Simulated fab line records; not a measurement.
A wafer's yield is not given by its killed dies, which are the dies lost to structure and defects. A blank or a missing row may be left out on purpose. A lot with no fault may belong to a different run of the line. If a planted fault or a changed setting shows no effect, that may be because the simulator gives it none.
2 desks looking at one fault	flow n5Finfet	every desk sees just its own numbers, and what lay behind them comes last

## AT THE TOOL OWNER'S DESK: rieDiel-04
The tool's own readings at N5_BEOL_M10_TRENCH_ETCH_37 (etches SiCOH lowk in C4F6/O2, target depth 148.83 nm, time 48 s): means of the sampled wafers that have a number, for each lot that ran on this tool. A lot is out of limits, marked OUT, if its mean lies more than 4 standard deviations from the usual mean; the brackets give that distance.
Columns: A = biasW at N5_BEOL_M10_TRENCH_ETCH_37, usual 185.0 W; B = drypumpMotorCurrentA at N5_BEOL_M10_TRENCH_ETCH_37, usual 5.9 A; C = oesProductAu at N5_BEOL_M10_TRENCH_ETCH_37, usual 0.80 a.u.; D = rfVppV at N5_BEOL_M10_TRENCH_ETCH_37, usual 673 V; E = showerheadPlenumPTorr at N5_BEOL_M10_TRENCH_ETCH_37, usual 2.85 Torr; F = throttleValvePct at N5_BEOL_M10_TRENCH_ETCH_37, usual 20.9 %
lot	first seen here	A	B	C	D	E	F
L281	day 12 12:06	185.3	5.7	0.82	690	2.88	20.8
L286	day 14 09:31	184.8	5.6	0.75	682	2.85	21.1
L297	day 17 01:10	185.3	6.0	0.84	690	2.96	20.9
L296	day 17 06:23	184.9	6.2	0.71	672	2.85	21.1
This desk's finding: nothing out of limits on any of the 4 lots.

## METROLOGY DESK
What the gauges read, lot by lot, whatever tool the lot ran on: means of the sampled wafers that have a number. A lot is out of limits, marked OUT, if its mean lies more than 4 standard deviations from the usual mean; the brackets give that distance. Readings shown: 7 out of 27 (the first out of limits, and those lying furthest out on some lot).
Columns: A = trenchDepthNm at N5_BEOL_M10_OCD_MEAS_38, usual 147.1 nm; B = M10_THK at N5_BEOL_M10_THK_MEAS_53, usual 137.6 nm; C = M10_RS at N5_BEOL_M10_RS_MEAS_57, usual 0.153 ohm/sq; D = COMB_M5 at N5_BEOL_M15_RC_MEAS_101, usual 3.9e-11 S/m; E = SERP_M10 at N5_BEOL_M15_RC_MEAS_101, usual 3.11 ohm/um; F = SERP_M10_max_site at N5_BEOL_M15_RC_MEAS_101, usual 3.20 ohm/um; G = SERP_M14_max_site at N5_BEOL_M15_RC_MEAS_101, usual 0.164 ohm/um
lot	first seen here	A	B	C	D	E	F	G
L279	day 11 22:33	146.0	137.6	0.153	4.1e-11	3.08	3.18	0.171
L281	day 12 12:17	146.6	138.5	0.152	3.6e-11	3.04	3.15	0.166
L286	day 14 09:43	145.9	136.7	0.154	3.1e-11	3.15	3.25	0.165
L297	day 17 01:20	139.0	129.7	0.164	3.7e-11	3.35	3.52	0.166
L296	day 17 06:34	134.6 (-4.6) OUT	125.3 (-4.2) OUT	0.170 (+5.0) OUT	4.0e-11	3.46 (+4.2) OUT	3.55	0.164
L301	day 17 20:12	148.6	134.5	0.155	5.4e-11	3.14	3.19	0.162
L302	day 18 03:13	144.1	134.3	0.157	3.1e-11	3.21	3.26	0.165
This desk's verdict: out of limits on L296, starting with L296 at day 17 06:34 (trenchDepthNm at N5_BEOL_M10_OCD_MEAS_38). In limits: L279, L281, L286, L297, L301, L302.

## ALL TOGETHER
An alarm was possible from the metrology desk at day 17 06:34, on L296.
Nothing out of limits was seen by the tool owner's desk.
On record at the tool owner's desk: L296, within its limits.
Every lot named ran N5_BEOL_M10_TRENCH_ETCH_37 on rieDiel-04.

## WHAT HAD BEEN PUT IN BY THE SIMULATOR
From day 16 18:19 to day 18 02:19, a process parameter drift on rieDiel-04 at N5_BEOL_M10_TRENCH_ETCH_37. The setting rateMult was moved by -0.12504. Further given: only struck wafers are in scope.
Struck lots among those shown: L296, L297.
Per desk, hours elapsed from the start of the fault to the first reading out of limits: for the metrology desk, 12.
